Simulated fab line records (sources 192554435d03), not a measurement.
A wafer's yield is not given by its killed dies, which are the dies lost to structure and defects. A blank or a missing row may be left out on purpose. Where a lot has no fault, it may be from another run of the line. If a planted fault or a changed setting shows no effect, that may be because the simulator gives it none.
Matching of chambers / flow n5 finfet / N5_BEOL_M7_PECVD_70 on pecvd-02: 3 sister chambers
The step deposits SiO2 from TEOS/O2, target thk 20 nm, time 22.7 s. 6 wafers are shown with their chamber, then 9 later ones without.

WAFERS PAIRED WITH THEIR CHAMBERS
wafer=L085.4; chamber=2; heater power w (W)=813; throttle valve pct (%)=20.6
wafer=L085.5; chamber=1; heater power w (W)=457; throttle valve pct (%)=21.1
wafer=L085.6; chamber=0; heater power w (W)=837; throttle valve pct (%)=21.9
wafer=L087.1; chamber=1; heater power w (W)=479; throttle valve pct (%)=21.5
wafer=L087.2; chamber=0; heater power w (W)=889; throttle valve pct (%)=22.3
wafer=L087.3; chamber=2; heater power w (W)=827; throttle valve pct (%)=20.8

WAFERS WITH NO CHAMBER GIVEN
wafer=L089.1; heater power w (W)=815; throttle valve pct (%)=20.8
wafer=L089.3; heater power w (W)=771; throttle valve pct (%)=22.0
wafer=L089.4; heater power w (W)=823; throttle valve pct (%)=20.8
wafer=L092.2; heater power w (W)=860; throttle valve pct (%)=21.0
wafer=L092.4; heater power w (W)=845; throttle valve pct (%)=21.1
wafer=L092.6; heater power w (W)=891; throttle valve pct (%)=22.2
wafer=L097.2; heater power w (W)=528; throttle valve pct (%)=21.2
wafer=L097.4; heater power w (W)=823; throttle valve pct (%)=22.5
wafer=L097.5; heater power w (W)=523; throttle valve pct (%)=21.1

THE CHAMBER EACH PASSED THROUGH
wafer=L089.1; from the rows above=2; in truth=2
wafer=L089.3; from the rows above=can't be placed: 0 or 2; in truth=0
wafer=L089.4; from the rows above=2; in truth=2
wafer=L092.2; from the rows above=2; in truth=2
wafer=L092.4; from the rows above=2; in truth=2
wafer=L092.6; from the rows above=0; in truth=0
wafer=L097.2; from the rows above=1; in truth=1
wafer=L097.4; from the rows above=0; in truth=0
wafer=L097.5; from the rows above=1; in truth=1
8 of 9 placed correctly. These rows do not allow placing 1 (true chamber among the candidates in 1). 0 placed wrongly.
How it was worked out, from the rows above alone: a wafer's distance from a chamber is the root of the sum, over the readings, of the square of ((its reading less the chamber's mean) divided by the reading's scatter). The wafer belongs to the nearest chamber; if the next one is less than 2 further off, it can't be placed. The mean given for a chamber averages the wafers shown for that chamber. The scatter: take each reading less its chamber's mean, square it, sum over the shown wafers, divide by the number of wafers less the number of chambers, and take the root.
